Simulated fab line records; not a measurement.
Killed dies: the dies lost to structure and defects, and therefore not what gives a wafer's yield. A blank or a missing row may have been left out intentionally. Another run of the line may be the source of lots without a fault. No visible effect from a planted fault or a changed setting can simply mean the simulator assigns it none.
fab line records ; flow n5-finfet
record lots=11; wafers=33; last-day=20
route steps=1938 shown BEOL_M7@1329 BEOL_M8@1332 PASSIVATION@1936
lots untouched by any fault: they come from a run of this same line in which no faults occurred
start-h: the number of hours between the record's first day and the start of the first shown wafer of the lot ; wait-h: hours elapsed since this lot's preceding step ; " the same as in the row above ; L1.1+2: a row that stands for several wafers ; - no value present, or no start provided ; * or withheld: withheld ; < > ~ a bound
route shown NAME@n: names a module that has steps shown in the file, with the first one's number in the route ; usual: mean and standard deviation over wafers with no fault ; same: alike in all rows ; chamber/n: place in a boat ; sites: each site's reading ; _std_site: standard deviation of those values ; _edge_site: mean of outer sites minus mean of inner sites ; radius-mm: how far each site lies from the wafer's centre ; mask NAME#n: copy n ; behind: the most recent tool/chamber to have shaped the wafer ; hold: what put the lot on hold/how long, in hours/how the hold closed ; device: whichever transistor did not switch (one of n, p or np) ; end of line: the route-end tests of the same wafers ; a step without rows: its recipe alone ; killed: dies that structure and defects cost at the first sort, which is not the same as the wafer's yield ; map: a wafer's dies, x killed, . not, _ none there
set.NAME: the setting as run; set.NAME@STEP: as run at that earlier step ; model.NAME: the simulator's own value behind a step, which no gauge read
route steps across a sampled set of lots; one table per step, one row per wafer
services: a tool's chamber out of use, with start hour (start-h, from the record's first day; less than 0 if before it), hours out, and reason
## steps
# step N5_BEOL_M7_DEP_56
# recipe material=SiCN; target-thk-a=100; temp-c=withheld; precursor=3MS/NH3; pressure-torr=3; rf-w=202; time-s=17.5
# usual showerhead-plenum-p-Torr=3.663/0.011; throttle-valve-pct=9.0/0.35
lot.wafer;tool;chamber;start-h;wait-h;showerhead-plenum-p-Torr;throttle-valve-pct
L294.3;pecvd-01;1;239.33;0.0;3.641;9.6
L294.4;pecvd-01;2;239.33;0.0;3.644;8.3
L294.5;pecvd-01;1;239.33;0.0;3.650;9.5
L295.2;pecvd-01;1;270.59;0.0;3.653;9.4
L295.4;pecvd-01;0;270.59;0.0;3.665;8.8
L295.6;pecvd-01;2;270.59;0.0;3.661;8.3
L296.1;pecvd-04;1;273.97;0.0;3.664;9.1
L296.4;pecvd-04;0;273.97;0.0;3.664;8.9
L296.6;pecvd-04;2;273.97;0.0;3.653;9.2
L297.1;pecvd-01;1;281.98;0.0;3.654;9.5
L297.2;pecvd-01;0;281.98;0.0;3.666;8.9
L297.5;pecvd-01;2;281.98;0.0;3.656;8.4
L300.1;pecvd-03;1;297.99;0.0;3.682;9.0
L300.2;pecvd-03;2;297.99;0.0;3.642;8.7
L300.5;pecvd-03;0;297.99;0.0;3.677;8.9
L312.2;pecvd-04;2;324.85;0.0;3.663;9.1
L312.3;pecvd-04;1;324.85;0.0;3.667;9.4
L312.4;pecvd-04;0;324.85;0.0;3.664;9.1
L308.3;pecvd-04;0;340.20;0.0;3.662;9.3
L308.5;pecvd-04;1;340.20;0.0;3.662;9.4
L308.6;pecvd-04;2;340.20;0.0;3.656;9.0
L309.2;pecvd-03;2;345.33;0.0;3.656;8.7
L309.4;pecvd-03;0;345.33;0.0;3.683;9.2
L309.5;pecvd-03;2;345.33;0.0;3.655;8.3
L313.3;pecvd-01;2;353.10;0.0;3.653;8.8
L313.5;pecvd-01;2;353.10;0.0;3.648;8.8
L313.6;pecvd-01;0;353.10;0.0;3.674;8.1
L299.1;pecvd-01;2;382.04;0.0;3.651;8.5
L299.2;pecvd-01;1;382.04;0.0;3.648;9.3
L299.6;pecvd-01;0;382.04;0.0;3.669;8.4
L314.1;pecvd-04;2;403.86;0.0;3.652;9.0
L314.2;pecvd-04;0;403.86;0.0;3.663;9.2
L314.6;pecvd-04;1;403.86;0.0;3.664;9.4
# step N5_BEOL_M8_ILD_DEP_00
# recipe material=SiCOH_lowk; target-thk-a=1797.5; temp-c=300; precursor=DEMS/porogen; pressure-torr=5; rf-w=500; time-s=33.4
# usual heater-power-w=349/56; showerhead-plenum-p-Torr=5.730/0.012; susceptor-temp-C=299.99/0.18; throttle-valve-pct=13.8/0.41
lot.wafer;tool;chamber;start-h;wait-h;heater-power-w;showerhead-plenum-p-Torr;susceptor-temp-C;throttle-valve-pct
L294.3;pecvd-01;1;239.46;0.0;387;5.725;300.10;14.4
L294.4;pecvd-01;0;239.46;0.0;353;5.727;300.10;13.2
L294.5;pecvd-01;2;239.46;0.0;295;5.710;299.98;12.9
L295.2;pecvd-01;2;270.72;0.0;283;5.730;299.94;13.2
L295.4;pecvd-01;0;270.72;0.0;318;5.734;299.87;13.3
L295.6;pecvd-01;2;270.72;0.0;301;5.720;299.99;12.8
L296.1;pecvd-02;1;274.10;0.0;341;5.709;300.10;13.7
L296.4;pecvd-02;0;274.10;0.0;282;5.734;299.93;14.2
L296.6;pecvd-02;2;274.10;0.0;411;5.747;299.99;13.8
L297.1;pecvd-02;0;282.11;0.0;289;5.710;300.37;14.2
L297.2;pecvd-02;2;282.11;0.0;445;5.742;300.33;13.7
L297.5;pecvd-02;1;282.11;0.0;352;5.709;300.09;14.0
L300.1;pecvd-02;0;298.12;0.0;270;5.731;300.11;14.1
L300.2;pecvd-02;1;298.12;0.0;352;5.695;299.82;13.8
L300.5;pecvd-02;1;298.12;0.0;354;5.709;299.83;13.7
L312.2;pecvd-04;2;324.98;0.0;335;5.737;300.13;14.0
L312.3;pecvd-04;1;324.98;0.0;376;5.739;299.94;14.0
L312.4;pecvd-04;1;324.98;0.0;392;5.733;300.02;14.5
L308.3;pecvd-01;1;340.36;0.1;302;5.729;292.78;14.1
L308.5;pecvd-01;2;340.36;0.1;325;5.719;292.53;13.1
L308.6;pecvd-01;1;340.36;0.1;310;5.720;292.71;14.2
L309.2;pecvd-01;1;345.46;0.0;371;5.727;292.74;14.1
L309.4;pecvd-01;1;345.46;0.0;382;5.717;292.83;14.4
L309.5;pecvd-01;0;345.46;0.0;297;5.737;292.72;12.3
L313.3;pecvd-02;0;353.23;0.0;265;5.725;300.34;14.2
L313.5;pecvd-02;0;353.23;0.0;274;5.726;299.96;14.4
L313.6;pecvd-02;2;353.23;0.0;457;5.741;299.78;13.7
L299.1;pecvd-04;0;382.17;0.0;286;5.742;299.90;14.1
L299.2;pecvd-04;1;382.17;0.0;407;5.732;300.15;14.1
L299.6;pecvd-04;0;382.17;0.0;294;5.749;299.85;14.0
L314.1;pecvd-02;2;403.99;0.0;464;5.739;300.30;13.8
L314.2;pecvd-02;0;403.99;0.0;318;5.726;299.96;14.3
L314.6;pecvd-02;0;403.99;0.0;324;5.729;300.29;13.9
# step N5_BEOL_M8_CURE_74
# recipe temp-c=385; time-s=240; ambient=He/Ar; material=SiCOH_lowk
# usual lamp-power-pct=52.31/0.058; wafer_temp_C_max=387.1/0.75
lot.wafer;tool;chamber;start-h;wait-h;lamp-power-pct;wafer_temp_C_max
L294.3;uv-cure-03;2;239.69;0.2;52.32;386.9
L294.4;uv-cure-03;2;239.69;0.2;52.27;386.5
L294.5;uv-cure-03;2;239.69;0.2;52.23;386.4
L295.2;uv-cure-02;1;270.87;0.1;52.29;386.7
L295.4;uv-cure-02;1;270.87;0.1;52.31;386.5
L295.6;uv-cure-02;1;270.87;0.1;52.42;386.2
L296.1;uv-cure-03;1;274.17;0.0;52.29;387.7
L296.4;uv-cure-03;1;274.17;0.0;52.39;388.9
L296.6;uv-cure-03;1;274.17;0.0;52.23;387.7
L297.1;uv-cure-03;1;282.17;0.0;52.44;387.2
L297.2;uv-cure-03;1;282.17;0.0;52.34;388.8
L297.5;uv-cure-03;1;282.17;0.0;52.28;389.0
L300.1;uv-cure-03;0;298.18;0.0;52.29;387.3
L300.2;uv-cure-03;0;298.18;0.0;52.30;387.5
L300.5;uv-cure-03;0;298.18;0.0;52.31;387.0
L312.2;uv-cure-02;0;325.13;0.1;52.22;386.1
L312.3;uv-cure-02;0;325.13;0.1;52.23;385.9
L312.4;uv-cure-02;0;325.13;0.1;52.27;386.1
L308.3;uv-cure-03;0;340.58;0.2;52.30;387.0
L308.5;uv-cure-03;0;340.58;0.2;52.22;387.7
L308.6;uv-cure-03;0;340.58;0.2;52.37;387.3
L309.2;uv-cure-01;2;345.61;0.1;52.36;388.1
L309.4;uv-cure-01;2;345.61;0.1;52.31;386.6
L309.5;uv-cure-01;2;345.61;0.1;52.22;387.1
L313.3;uv-cure-01;0;353.52;0.3;52.28;386.1
L313.5;uv-cure-01;0;353.52;0.3;52.42;386.6
L313.6;uv-cure-01;0;353.52;0.3;52.33;386.6
L299.1;uv-cure-02;1;382.24;0.0;52.34;386.5
L299.2;uv-cure-02;1;382.24;0.0;52.27;386.3
L299.6;uv-cure-02;1;382.24;0.0;52.23;386.6
L314.1;uv-cure-02;1;404.08;0.1;52.27;386.6
L314.2;uv-cure-02;1;404.08;0.1;52.34;386.3
L314.6;uv-cure-02;1;404.08;0.1;52.36;386.3
# step N5_BEOL_M8_THK_MEAS_01
# recipe reads=SiCOH_lowk_of_BEOL_M8_ILD_DEP_00
# usual M8_ILD_THK=154.7/1.8
lot.wafer;tool;chamber;start-h;wait-h;M8_ILD_THK[nm]
L294.3;film-metro-01;-;240.04;0.3;151.6
L294.4;film-metro-01;-;240.04;0.3;155.3
L294.5;film-metro-01;-;240.04;0.3;156.1
L295.2;film-metro-01;-;271.30;0.4;152.6
L295.4;film-metro-01;-;271.30;0.4;154.3
L295.6;film-metro-01;-;271.30;0.4;156.1
L296.1;film-metro-02;-;274.68;0.4;153.8
L296.4;film-metro-02;-;274.68;0.4;155.1
L296.6;film-metro-02;-;274.68;0.4;156.3
L297.1;film-metro-01;-;282.70;0.4;153.9
L297.2;film-metro-01;-;282.70;0.4;155.0
L297.5;film-metro-01;-;282.70;0.4;154.6
L300.1;film-metro-01;-;298.70;0.4;154.3
L300.2;film-metro-01;-;298.70;0.4;154.6
L300.5;film-metro-01;-;298.70;0.4;156.9
L312.2;film-metro-02;-;325.56;0.4;153.5
L312.3;film-metro-02;-;325.56;0.4;155.4
L312.4;film-metro-02;-;325.56;0.4;156.3
L308.3;film-metro-02;-;340.93;0.3;162.3
L308.5;film-metro-02;-;340.93;0.3;161.8
L308.6;film-metro-02;-;340.93;0.3;163.2
L309.2;film-metro-02;-;346.04;0.4;161.4
L309.4;film-metro-02;-;346.04;0.4;164.6
L309.5;film-metro-02;-;346.04;0.4;163.6
L313.3;film-metro-01;-;353.87;0.3;152.0
L313.5;film-metro-01;-;353.87;0.3;155.3
L313.6;film-metro-01;-;353.87;0.3;156.0
L299.1;film-metro-02;-;382.75;0.4;153.8
L299.2;film-metro-02;-;382.75;0.4;153.2
L299.6;film-metro-02;-;382.75;0.4;155.4
L314.1;film-metro-02;-;404.59;0.4;151.7
L314.2;film-metro-02;-;404.59;0.4;151.2
L314.6;film-metro-02;-;404.59;0.4;154.9
# step N5_BEOL_M8_PECVD_70
# recipe material=SiO2; target-thk-a=200; temp-c=400; precursor=TEOS/O2; pressure-torr=5.5; rf-w=450; teos-flow-sccm=53.8; gas=O2; flow-sccm=3000; time-s=22.7
# usual heater-power-w=762/100; showerhead-plenum-p-Torr=8.75/0.044; throttle-valve-pct=22.3/0.68
lot.wafer;tool;chamber;start-h;wait-h;heater-power-w;showerhead-plenum-p-Torr;throttle-valve-pct
L294.3;pecvd-04;1;240.08;0.0;764;8.80;22.9
L294.4;pecvd-04;1;240.08;0.0;793;8.81;22.9
L294.5;pecvd-04;2;240.08;0.0;771;8.73;22.1
L295.2;pecvd-04;1;271.34;0.0;893;8.81;22.7
L295.4;pecvd-04;1;271.34;0.0;893;8.78;22.8
L295.6;pecvd-04;0;271.34;0.0;611;8.79;22.6
L296.1;pecvd-01;0;274.72;0.0;775;8.80;21.6
L296.4;pecvd-01;0;274.72;0.0;770;8.81;21.6
L296.6;pecvd-01;2;274.72;0.0;746;8.72;21.1
L297.1;pecvd-02;2;282.73;0.0;896;8.79;22.1
L297.2;pecvd-02;0;282.73;0.0;734;8.70;22.9
L297.5;pecvd-02;1;282.73;0.0;670;8.68;22.2
L300.1;pecvd-04;2;298.73;0.0;778;8.73;21.9
L300.2;pecvd-04;1;298.73;0.0;921;8.80;22.9
L300.5;pecvd-04;1;298.73;0.0;887;8.76;22.7
L312.2;pecvd-01;2;325.60;0.0;722;8.70;21.3
L312.3;pecvd-01;2;325.60;0.0;715;8.69;21.2
L312.4;pecvd-01;1;325.60;0.0;914;8.76;23.2
L308.3;pecvd-04;0;340.97;0.0;684;8.78;22.3
L308.5;pecvd-04;0;340.97;0.0;684;8.77;22.5
L308.6;pecvd-04;1;340.97;0.0;912;8.77;22.8
L309.2;pecvd-04;0;346.07;0.0;601;8.78;22.3
L309.4;pecvd-04;1;346.07;0.0;854;8.81;23.0
L309.5;pecvd-04;2;346.07;0.0;770;8.75;22.2
L313.3;pecvd-04;1;353.91;0.0;912;8.80;23.0
L313.5;pecvd-04;1;353.91;0.0;936;8.78;23.2
L313.6;pecvd-04;2;353.91;0.0;742;8.74;22.4
L299.1;pecvd-02;2;382.79;0.0;854;8.79;22.2
L299.2;pecvd-02;0;382.79;0.0;713;8.70;22.6
L299.6;pecvd-02;1;382.79;0.0;672;8.67;22.0
L314.1;pecvd-04;2;404.63;0.0;709;8.76;22.1
L314.2;pecvd-04;0;404.63;0.0;643;8.77;22.4
L314.6;pecvd-04;1;404.63;0.0;819;8.79;22.8
# step N5_PASSIVATION_PROBE_49
# usual defect-limited-yield=90.8/1.7; killed_at_M0_to_M3=37/12; killed_at_M4_up=15/5.6; killed-at-contacts=13/6.9; killed-at-front-end=40/11; killed-at-other=4/3.2; killed-dies=109/20; killed-open=73/15; killed-short=35/8.3; sort_bin_5_function=5.4/1.1; sort_bin_6_memory=3.5/0.73; sort-n-pass=1071/20; sort-yield-pct=90.8/1.7
# same gross-dies=1180; killed-at-back-side=0; sort_bin_4_leakage[%]=0; sort_bin_8_speed[%]=0
lot.wafer;tool;chamber;start-h;wait-h;defect-limited-yield[%];killed_at_M0_to_M3;killed_at_M4_up;killed-at-contacts;killed-at-front-end;killed-at-other;killed-dies;killed-open;killed-short;sort_bin_5_function[%];sort_bin_6_memory[%];sort-n-pass;sort-yield-pct[%]
L295.2;prober-01;-;341.71;0.1;91.9;36;24;6;26;4;96;61;34;5.3;2.5;1084;91.9
L295.4;prober-01;-;341.81;0.2;93.2;23;22;8;26;1;80;60;18;4.1;2.6;1100;93.2
L295.6;prober-01;-;341.91;0.3;88.8;62;30;6;32;2;132;84;47;6.6;4.1;1048;88.8
L300.1;prober-02;-;376.34;0.0;88.3;43;8;13;70;4;138;103;34;6.6;4.9;1042;88.3
L300.2;prober-02;-;376.39;0.1;92.1;24;14;14;41;0;93;64;29;5.3;2.3;1087;92.1
L300.5;prober-02;-;376.54;0.2;89.2;43;13;5;59;7;127;83;44;6.7;3.7;1053;89.2
L312.2;prober-01;-;407.75;0.2;88.3;47;20;34;34;3;138;87;49;7.3;4.2;1042;88.3
L312.3;prober-01;-;407.80;0.2;90.1;47;12;33;22;3;117;78;36;5.5;4.1;1063;90.1
L312.4;prober-01;-;407.85;0.3;89.2;56;13;24;34;1;128;93;34;6.3;4.1;1052;89.2
L308.3;prober-01;-;411.94;0.1;91.9;39;13;8;35;1;96;68;28;5.0;2.8;1084;91.9
L308.5;prober-01;-;412.04;0.2;91.8;34;8;8;44;3;97;50;47;4.8;2.9;1083;91.8
L308.6;prober-01;-;412.09;0.3;92.2;39;12;5;32;4;92;61;30;4.7;2.5;1088;92.2
L309.2;prober-02;-;424.92;0.1;90.5;28;28;8;44;4;112;69;41;5.1;3.5;1068;90.5
L309.4;prober-02;-;425.02;0.2;87.5;47;16;7;76;2;148;107;39;7.3;4.8;1032;87.5
L309.5;prober-02;-;425.07;0.2;92.2;31;19;6;33;3;92;59;32;5.1;2.5;1088;92.2
# killed by level:class
L295.2 BEOL_M4:geometric-particle:open=13 BEOL_M0_SAQP:geometric-particle:short=11 BEOL_M0_SAQP:geometric-particle:open=9 BEOL_M2:geometric-particle:open=6 DUMMY_GATE:geometric-particle:open=5 FIN_SAQP:geometric-particle:open=4 MOL_CONTACT_COAG:geometric-particle:open=4 STI_FIN_REVEAL:geometric-particle:open=3
L295.4 BEOL_M4:geometric-particle:open=12 MOL_CONTACT_COAG:geometric-particle:open=7 DUMMY_GATE:geometric-particle:open=6 BEOL_M0_SAQP:geometric-particle:open=5 BEOL_M3:geometric-particle:open=5 STI_FIN_REVEAL:geometric-particle:open=4 BEOL_M5:geometric-particle:open=4 BEOL_M0_SAQP:geometric-particle:short=4
L295.6 STI_FIN_REVEAL:geometric-particle:open=11 BEOL_M4:geometric-particle:open=11 BEOL_M0_SAQP:geometric-particle:open=9 BEOL_M0_SAQP:geometric-particle:short=8 BEOL_M2:geometric-particle:open=8 BEOL_M3:geometric-particle:open=8 FIN_SAQP:geometric-particle:open=7 BEOL_M0:geometric-particle:open=7
L300.1 FIN_SAQP:geometric-particle:open=22 STI_FIN_REVEAL:geometric-particle:open=19 MOL_CONTACT_COAG:geometric-particle:open=13 BEOL_M1:geometric-particle:open=10 BEOL_M3:geometric-particle:open=8 GATE_CUT:geometric-particle:short=7 BEOL_M0_SAQP:geometric-particle:open=5 BEOL_M0:geometric-particle:open=5
L300.2 MOL_CONTACT_COAG:geometric-particle:open=12 FIN_SAQP:geometric-particle:short=11 FIN_SAQP:geometric-particle:open=8 STI_FIN_REVEAL:geometric-particle:open=8 DUMMY_GATE:geometric-particle:open=8 BEOL_M4:geometric-particle:open=5 BEOL_M0_SAQP:geometric-particle:short=4 BEOL_M7:geometric-particle:open=4
L300.5 FIN_SAQP:geometric-particle:open=17 STI_FIN_REVEAL:geometric-particle:open=13 BEOL_M0_SAQP:geometric-particle:short=12 BEOL_M0_SAQP:geometric-particle:open=11 FIN_SAQP:geometric-particle:short=8 BEOL_M1:geometric-particle:open=7 BEOL_M4:geometric-particle:open=7 BEOL_M2:geometric-particle:open=6
L312.2 MOL_CONTACT_COAG:geometric-particle:open=26 BEOL_M0_SAQP:geometric-particle:short=16 BEOL_M0_SAQP:geometric-particle:open=14 MOL_CONTACT_COAG:geometric-particle:short=8 GATE_CUT:geometric-particle:short=7 BEOL_M4:geometric-particle:open=7 FIN_SAQP:geometric-particle:open=6 BEOL_M3:geometric-particle:open=5
L312.3 MOL_CONTACT_COAG:geometric-particle:open=26 BEOL_M0_SAQP:geometric-particle:short=13 BEOL_M0_SAQP:geometric-particle:open=11 BEOL_M4:geometric-particle:open=7 MOL_CONTACT_COAG:geometric-particle:short=7 BEOL_M0:geometric-particle:open=7 BEOL_M3:geometric-particle:open=7 STARTING-WAFER:geometric-particle:open=4
L312.4 MOL_CONTACT_COAG:geometric-particle:open=20 BEOL_M3:geometric-particle:open=17 BEOL_M0_SAQP:geometric-particle:open=14 FIN_SAQP:geometric-particle:open=11 BEOL_M0_SAQP:geometric-particle:short=9 STI_FIN_REVEAL:geometric-particle:open=7 BEOL_M0:geometric-particle:open=6 FIN_SAQP:geometric-particle:short=5
L308.3 BEOL_M0_SAQP:geometric-particle:short=11 STI_FIN_REVEAL:geometric-particle:open=10 BEOL_M1:geometric-particle:open=9 MOL_CONTACT_COAG:geometric-particle:open=8 BEOL_M2:geometric-particle:open=8 BEOL_M0_SAQP:geometric-particle:open=6 ILD0:geometric-particle:open=4 FIN_SAQP:geometric-particle:open=3
L308.5 FIN_SAQP:geometric-particle:short=12 BEOL_M0_SAQP:geometric-particle:short=12 STI_FIN_REVEAL:geometric-particle:open=10 BEOL_M0_SAQP:geometric-particle:open=8 MOL_CONTACT_COAG:geometric-particle:open=5 FIN_SAQP:geometric-particle:open=4 ILD0:geometric-particle:short=4 MOL_CONTACT_COAG:geometric-particle:short=3
L308.6 STI_FIN_REVEAL:geometric-particle:open=10 BEOL_M3:geometric-particle:open=9 BEOL_M2:geometric-particle:open=7 BEOL_M0_SAQP:geometric-particle:short=6 BEOL_M0_SAQP:geometric-particle:open=5 BEOL_M0:geometric-particle:open=5 FIN_SAQP:geometric-particle:open=4 MOL_CONTACT_COAG:geometric-particle:open=4
L309.2 BEOL_M4:geometric-particle:open=16 FIN_SAQP:geometric-particle:short=15 DUMMY_GATE:geometric-particle:open=7 MOL_CONTACT_COAG:geometric-particle:open=7 BEOL_M2:geometric-particle:open=7 BEOL_M4:geometric-particle:short=7 BEOL_M1:geometric-particle:open=5 FIN_SAQP:geometric-particle:open=4
L309.4 FIN_SAQP:geometric-particle:short=17 STI_FIN_REVEAL:geometric-particle:open=16 BEOL_M0_SAQP:geometric-particle:open=15 FIN_SAQP:geometric-particle:open=14 BEOL_M2:geometric-particle:open=13 BEOL_M4:geometric-particle:open=9 BEOL_M1:geometric-particle:open=8 DUMMY_GATE:geometric-particle:open=7
L309.5 BEOL_M4:geometric-particle:open=11 FIN_SAQP:geometric-particle:open=7 BEOL_M0_SAQP:geometric-particle:short=7 BEOL_M0_SAQP:geometric-particle:open=7 BEOL_M3:geometric-particle:open=7 MOL_CONTACT_COAG:geometric-particle:open=5 FIN_SAQP:geometric-particle:short=3 SDB:geometric-particle:short=3
## services
tool;chamber;start-h;hours;kind
uv-cure-02;-;219.89;1.0;pm
pecvd-02;-;239.28;0.8;repair
pecvd-01;-;242.61;1.4;repair
uv-cure-01;-;244.20;2.1;pm
pecvd-01;1;252.95;6.0;repair
uv-cure-01;-;254.81;7.5;pm
pecvd-04;2;280.44;5.3;repair
uv-cure-02;-;309.00;6.8;repair
pecvd-01;0;309.09;-;clean
pecvd-01;0;309.09;29.5;scheduled-down
uv-cure-01;-;322.12;1.0;pm
pecvd-04;2;325.04;2.1;scheduled-down
uv-cure-01;-;329.83;3.3;repair
uv-cure-02;-;335.87;7.5;pm
uv-cure-02;-;349.11;4.3;pm
uv-cure-03;-;354.90;1.5;repair
uv-cure-03;-;358.91;0.8;repair
pecvd-02;-;364.95;0.5;repair
pecvd-02;2;373.92;5.9;repair
uv-cure-03;-;376.87;3.1;repair
pecvd-01;-;377.70;0.5;repair
pecvd-04;1;385.08;2.1;scheduled-down
uv-cure-01;-;386.01;14.2;repair
uv-cure-02;-;392.95;2.8;pm
## key
first-sign step=N5_BEOL_M8_ILD_DEP_00; reading=susceptor-temp-C; direction=down; sigmas=40; usual=*; struck=*
effect step=N5_BEOL_M8_THK_MEAS_01; reading=M8_ILD_THK; direction=up; sigmas=4.6; usual=154.7; struck=162.8
met-at N5_BEOL_M8_ILD_DEP_00
struck-lots L308,L309
not-acting-at N5_BEOL_M7_DEP_56,N5_BEOL_M8_CURE_74,N5_BEOL_M8_PECVD_70
onset-between 270.72 340.36
fault kind=process-parameter-drift; tool=pecvd-01; chamber=-; onset-h=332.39; steps=N5_BEOL_M8_ILD_DEP_00; channel=temp-c; offset=*; shape=step; end-h=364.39; acts-in=*; stated=*
